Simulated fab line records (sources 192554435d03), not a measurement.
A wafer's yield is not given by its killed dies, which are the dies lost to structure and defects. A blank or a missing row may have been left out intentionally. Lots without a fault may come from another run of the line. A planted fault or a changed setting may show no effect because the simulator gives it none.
Split-lot trial || flow n5_finfet || 39 wafers read from 7 lots, route of 1938 steps

ABOUT THE SPLIT
At N5_GATE_CUT_ALD_22 (deposits SiNx, target thk 16 nm, pulse time 1 s, ald cycles 320), the setting ald_cycles was moved away from the recipe's 320 on 12 of the 39 wafers read, by -57.2% to +49.4%. All remaining wafers had this setting at the recipe value.

The reading is taken at the split's own step.

THE READING
SiNx_of_GATE_CUT_ALD_22.thk_nm (the simulator's own value, which no gauge read), in nm, at N5_GATE_CUT_ALD_22 (deposits SiNx, target thk 16 nm, pulse time 1 s, ald cycles 320). There is no usual value for it anywhere in the file. The 27 wafers here that ran the recipe average 16.0 nm, standard deviation 0.083 nm.

{"wafer": "L074.1", "tool, chamber at the split": "ald_sin-03, 3,0,2", "ald_cycles as run": 320, "against the recipe": "recipe", "SiNx_of_GATE_CUT_ALD_22.thk_nm, nm": 16, "against lot-mates on the recipe": "-"}
{"wafer": "L074.2", "tool, chamber at the split": "ald_sin-03, 3,0,2", "ald_cycles as run": 320, "against the recipe": "recipe", "SiNx_of_GATE_CUT_ALD_22.thk_nm, nm": 16, "against lot-mates on the recipe": "-"}
{"wafer": "L074.3", "tool, chamber at the split": "ald_sin-03, 3,0,2", "ald_cycles as run": 320, "against the recipe": "recipe", "SiNx_of_GATE_CUT_ALD_22.thk_nm, nm": 16, "against lot-mates on the recipe": "-"}
{"wafer": "L074.4", "tool, chamber at the split": "ald_sin-03, 1", "ald_cycles as run": 258, "against the recipe": "-19.4%", "SiNx_of_GATE_CUT_ALD_22.thk_nm, nm": 12.8, "against lot-mates on the recipe": -3.2}
{"wafer": "L074.5", "tool, chamber at the split": "ald_sin-03, 0,3", "ald_cycles as run": 258, "against the recipe": "-19.4%", "SiNx_of_GATE_CUT_ALD_22.thk_nm, nm": 13, "against lot-mates on the recipe": -3.0}
{"wafer": "L074.6", "tool, chamber at the split": "ald_sin-03, 0,3", "ald_cycles as run": 258, "against the recipe": "-19.4%", "SiNx_of_GATE_CUT_ALD_22.thk_nm, nm": 13, "against lot-mates on the recipe": -3.0}
{"wafer": "L075.1", "tool, chamber at the split": "ald_sin-03, 3,1,2,0,0,1", "ald_cycles as run": 320, "against the recipe": "recipe", "SiNx_of_GATE_CUT_ALD_22.thk_nm, nm": 16, "against lot-mates on the recipe": "-"}
{"wafer": "L075.2", "tool, chamber at the split": "ald_sin-03, 3,1,2,0,0,1", "ald_cycles as run": 320, "against the recipe": "recipe", "SiNx_of_GATE_CUT_ALD_22.thk_nm, nm": 16, "against lot-mates on the recipe": "-"}
{"wafer": "L075.3", "tool, chamber at the split": "ald_sin-03, 3,1,2,0,0,1", "ald_cycles as run": 320, "against the recipe": "recipe", "SiNx_of_GATE_CUT_ALD_22.thk_nm, nm": 16, "against lot-mates on the recipe": "-"}
{"wafer": "L075.4", "tool, chamber at the split": "ald_sin-03, 3,1,2,0,0,1", "ald_cycles as run": 320, "against the recipe": "recipe", "SiNx_of_GATE_CUT_ALD_22.thk_nm, nm": 16, "against lot-mates on the recipe": "-"}
{"wafer": "L075.5", "tool, chamber at the split": "ald_sin-03, 3,1,2,0,0,1", "ald_cycles as run": 320, "against the recipe": "recipe", "SiNx_of_GATE_CUT_ALD_22.thk_nm, nm": 16, "against lot-mates on the recipe": "-"}
{"wafer": "L075.6", "tool, chamber at the split": "ald_sin-03, 3,1,2,0,0,1", "ald_cycles as run": 320, "against the recipe": "recipe", "SiNx_of_GATE_CUT_ALD_22.thk_nm, nm": 16, "against lot-mates on the recipe": "-"}
{"wafer": "L083.1", "tool, chamber at the split": "ald_sin-03, 2", "ald_cycles as run": 320, "against the recipe": "recipe", "SiNx_of_GATE_CUT_ALD_22.thk_nm, nm": 16.2, "against lot-mates on the recipe": "-"}
{"wafer": "L083.5", "tool, chamber at the split": "ald_sin-03, 3,0", "ald_cycles as run": 320, "against the recipe": "recipe", "SiNx_of_GATE_CUT_ALD_22.thk_nm, nm": 16, "against lot-mates on the recipe": "-"}
{"wafer": "L083.6", "tool, chamber at the split": "ald_sin-03, 3,0", "ald_cycles as run": 320, "against the recipe": "recipe", "SiNx_of_GATE_CUT_ALD_22.thk_nm, nm": 16, "against lot-mates on the recipe": "-"}
{"wafer": "L085.1", "tool, chamber at the split": "ald_sin-03, 0", "ald_cycles as run": 320, "against the recipe": "recipe", "SiNx_of_GATE_CUT_ALD_22.thk_nm, nm": 16, "against lot-mates on the recipe": "-"}
{"wafer": "L085.5", "tool, chamber at the split": "ald_sin-03, 0", "ald_cycles as run": 320, "against the recipe": "recipe", "SiNx_of_GATE_CUT_ALD_22.thk_nm, nm": 16, "against lot-mates on the recipe": "-"}
{"wafer": "L085.2", "tool, chamber at the split": "ald_sin-03, 1,2,1", "ald_cycles as run": 137, "against the recipe": "-57.2%", "SiNx_of_GATE_CUT_ALD_22.thk_nm, nm": 6.8, "against lot-mates on the recipe": -9.3}
{"wafer": "L085.4", "tool, chamber at the split": "ald_sin-03, 1,2,1", "ald_cycles as run": 137, "against the recipe": "-57.2%", "SiNx_of_GATE_CUT_ALD_22.thk_nm, nm": 6.8, "against lot-mates on the recipe": -9.3}
{"wafer": "L085.6", "tool, chamber at the split": "ald_sin-03, 1,2,1", "ald_cycles as run": 137, "against the recipe": "-57.2%", "SiNx_of_GATE_CUT_ALD_22.thk_nm, nm": 6.8, "against lot-mates on the recipe": -9.3}
{"wafer": "L085.3", "tool, chamber at the split": "ald_sin-03, 3", "ald_cycles as run": 320, "against the recipe": "recipe", "SiNx_of_GATE_CUT_ALD_22.thk_nm, nm": 16.2, "against lot-mates on the recipe": "-"}
{"wafer": "L086.1", "tool, chamber at the split": "ald_sin-02, 1", "ald_cycles as run": 320, "against the recipe": "recipe", "SiNx_of_GATE_CUT_ALD_22.thk_nm, nm": 16, "against lot-mates on the recipe": "-"}
{"wafer": "L086.6", "tool, chamber at the split": "ald_sin-02, 1", "ald_cycles as run": 320, "against the recipe": "recipe", "SiNx_of_GATE_CUT_ALD_22.thk_nm, nm": 16, "against lot-mates on the recipe": "-"}
{"wafer": "L086.2", "tool, chamber at the split": "ald_sin-02, 3", "ald_cycles as run": 320, "against the recipe": "recipe", "SiNx_of_GATE_CUT_ALD_22.thk_nm, nm": 16.2, "against lot-mates on the recipe": "-"}
{"wafer": "L086.3", "tool, chamber at the split": "ald_sin-02, 2,3,2", "ald_cycles as run": 478, "against the recipe": "+49.4%", "SiNx_of_GATE_CUT_ALD_22.thk_nm, nm": 24, "against lot-mates on the recipe": "+7.9"}
{"wafer": "L086.4", "tool, chamber at the split": "ald_sin-02, 2,3,2", "ald_cycles as run": 478, "against the recipe": "+49.4%", "SiNx_of_GATE_CUT_ALD_22.thk_nm, nm": 24, "against lot-mates on the recipe": "+7.9"}
{"wafer": "L086.5", "tool, chamber at the split": "ald_sin-02, 2,3,2", "ald_cycles as run": 478, "against the recipe": "+49.4%", "SiNx_of_GATE_CUT_ALD_22.thk_nm, nm": 24, "against lot-mates on the recipe": "+7.9"}
{"wafer": "L088.1", "tool, chamber at the split": "ald_sin-02, 3,2,2", "ald_cycles as run": 320, "against the recipe": "recipe", "SiNx_of_GATE_CUT_ALD_22.thk_nm, nm": 16.2, "against lot-mates on the recipe": "-"}
{"wafer": "L088.4", "tool, chamber at the split": "ald_sin-02, 3,2,2", "ald_cycles as run": 320, "against the recipe": "recipe", "SiNx_of_GATE_CUT_ALD_22.thk_nm, nm": 16.2, "against lot-mates on the recipe": "-"}
{"wafer": "L088.5", "tool, chamber at the split": "ald_sin-02, 3,2,2", "ald_cycles as run": 320, "against the recipe": "recipe", "SiNx_of_GATE_CUT_ALD_22.thk_nm, nm": 16.2, "against lot-mates on the recipe": "-"}
{"wafer": "L088.2", "tool, chamber at the split": "ald_sin-02, 1,0,3", "ald_cycles as run": 320, "against the recipe": "recipe", "SiNx_of_GATE_CUT_ALD_22.thk_nm, nm": 16, "against lot-mates on the recipe": "-"}
{"wafer": "L088.3", "tool, chamber at the split": "ald_sin-02, 1,0,3", "ald_cycles as run": 320, "against the recipe": "recipe", "SiNx_of_GATE_CUT_ALD_22.thk_nm, nm": 16, "against lot-mates on the recipe": "-"}
{"wafer": "L088.6", "tool, chamber at the split": "ald_sin-02, 1,0,3", "ald_cycles as run": 320, "against the recipe": "recipe", "SiNx_of_GATE_CUT_ALD_22.thk_nm, nm": 16, "against lot-mates on the recipe": "-"}
{"wafer": "L096.1", "tool, chamber at the split": "ald_sin-02, 2,0,2", "ald_cycles as run": 182, "against the recipe": "-43.1%", "SiNx_of_GATE_CUT_ALD_22.thk_nm, nm": 9.2, "against lot-mates on the recipe": -6.8}
{"wafer": "L096.4", "tool, chamber at the split": "ald_sin-02, 2,0,2", "ald_cycles as run": 182, "against the recipe": "-43.1%", "SiNx_of_GATE_CUT_ALD_22.thk_nm, nm": 9.2, "against lot-mates on the recipe": -6.8}
{"wafer": "L096.6", "tool, chamber at the split": "ald_sin-02, 2,0,2", "ald_cycles as run": 182, "against the recipe": "-43.1%", "SiNx_of_GATE_CUT_ALD_22.thk_nm, nm": 9.2, "against lot-mates on the recipe": -6.8}
{"wafer": "L096.2", "tool, chamber at the split": "ald_sin-02, 0,3,3", "ald_cycles as run": 320, "against the recipe": "recipe", "SiNx_of_GATE_CUT_ALD_22.thk_nm, nm": 16, "against lot-mates on the recipe": "-"}
{"wafer": "L096.3", "tool, chamber at the split": "ald_sin-02, 0,3,3", "ald_cycles as run": 320, "against the recipe": "recipe", "SiNx_of_GATE_CUT_ALD_22.thk_nm, nm": 16, "against lot-mates on the recipe": "-"}
{"wafer": "L096.5", "tool, chamber at the split": "ald_sin-02, 0,3,3", "ald_cycles as run": 320, "against the recipe": "recipe", "SiNx_of_GATE_CUT_ALD_22.thk_nm, nm": 16, "against lot-mates on the recipe": "-"}
When a row names more than one chamber, that row covers several wafers, and the file does not tell which wafer ran in which chamber.

THE FIT
A straight line over all 39 wafers: SiNx_of_GATE_CUT_ALD_22.thk_nm changes by +0.161 nm for each +1% of ald_cycles; r = +1.00; the points scatter about the line by 0.081 nm.
The same after taking each lot's own level away (the mean of its wafers on the recipe; 39 wafers): +0.16 nm for each +1%; r = +1.00; scatter 0.08 nm.
That fit puts the effect of the largest move of ald_cycles on the reading at 9.2 nm.
Across the lots, their own levels run from 16.00 to 16.10 nm, a range of 1.2 times the standard deviation given above.
So the lot-to-lot level changes the slope little: the two slopes agree.
Check: with one of the wafers moved furthest among these (-57.2%) left out of the fit, the line predicts -9.15 nm for it against its lot-mates. It came out at -9.27 nm against them.

THE WHOLE CHAIN: every reading that the file lists as answering this split, in the file's order
{"step": "N5_GATE_CUT_ALD_22", "what it does": "deposits SiNx, target thk 16 nm, pulse time 1 s, ald cycles 320", "reading": "SiNx_of_GATE_CUT_ALD_22.thk_nm (the simulator's own value, which no gauge read)", "change (the file's fit)": "+0.16 nm for each +1% of the setting", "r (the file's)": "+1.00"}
{"step": "N5_GATE_CUT_CMP_23", "what it does": "polishes, stops on SiO2, t overpolish 23.4 s, target thk 16 nm", "reading": "SiNx_of_GATE_CUT_ALD_22.thk_nm (the simulator's own value, which no gauge read)", "change (the file's fit)": "not straight: 6.8 at the lowest setting, 16.04 at the recipe, 15.6 at the highest", "r (the file's)": "not given"}

THE FILE'S OWN FIT
SiNx_of_GATE_CUT_ALD_22.thk_nm changes by +0.16 nm for each +1% of ald_cycles, r = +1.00.
